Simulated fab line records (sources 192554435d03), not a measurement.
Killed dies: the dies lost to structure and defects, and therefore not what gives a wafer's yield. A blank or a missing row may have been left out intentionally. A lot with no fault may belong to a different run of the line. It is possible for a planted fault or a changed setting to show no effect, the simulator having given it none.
Matching of chambers :: flow n5 finfet :: N5_BEOL_M0_CO_CAP_123 on cvd co-01 has 3 sister chambers
The step material Co, precursor CCTBA/H2, target thk 2 nm, time 102.1 s. 3 wafers are shown with their chamber, then 11 later ones without.

WAFERS PAIRED WITH THEIR CHAMBERS
wafer: L349.1
chamber: 0
heater power w (W): 246

wafer: L349.3
chamber: 1
heater power w (W): 226

wafer: L350.1
chamber: 2
heater power w (W): 246

WAFERS WHOSE CHAMBER IS MISSING
wafer: L350.4
heater power w (W): 254

wafer: L350.6
heater power w (W): 226

wafer: L351.1
heater power w (W): 232

wafer: L351.2
heater power w (W): 248

wafer: L351.5
heater power w (W): 250

wafer: L355.1
heater power w (W): 225

wafer: L355.2
heater power w (W): 243

wafer: L355.3
heater power w (W): 255

wafer: L358.3
heater power w (W): 248

wafer: L358.4
heater power w (W): 221

wafer: L358.6
heater power w (W): 252

WHICH CHAMBER EACH ONE RAN IN
wafer: L350.4
from the rows above: can't be placed: 0 or 2
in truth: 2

wafer: L350.6
from the rows above: 1
in truth: 1

wafer: L351.1
from the rows above: can't be placed: 1 or 0 or 2
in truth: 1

wafer: L351.2
from the rows above: can't be placed: 0 or 2
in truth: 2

wafer: L351.5
from the rows above: can't be placed: 0 or 2
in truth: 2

wafer: L355.1
from the rows above: 1
in truth: 1

wafer: L355.2
from the rows above: can't be placed: 0 or 2
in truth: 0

wafer: L355.3
from the rows above: can't be placed: 0 or 2
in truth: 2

wafer: L358.3
from the rows above: can't be placed: 0 or 2
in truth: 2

wafer: L358.4
from the rows above: 1
in truth: 1

wafer: L358.6
from the rows above: can't be placed: 0 or 2
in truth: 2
3 of 11 placed correctly. Not placeable from these rows: 8 (in 8, the candidates include the true chamber). Wrongly placed: 0.
How it was worked out, from the rows above alone: a wafer's distance from a chamber is the root of the sum, over the readings, of the square of ((its reading less the chamber's mean) divided by the reading's scatter). If the next closest chamber is less than 2 further off than the closest, the wafer can't be placed; otherwise it belongs to the closest. A chamber's mean is the mean of its shown wafers. The scatter: root of mean squared gap, hidden wafer to nearest shown wafer, with one shown wafer a chamber.
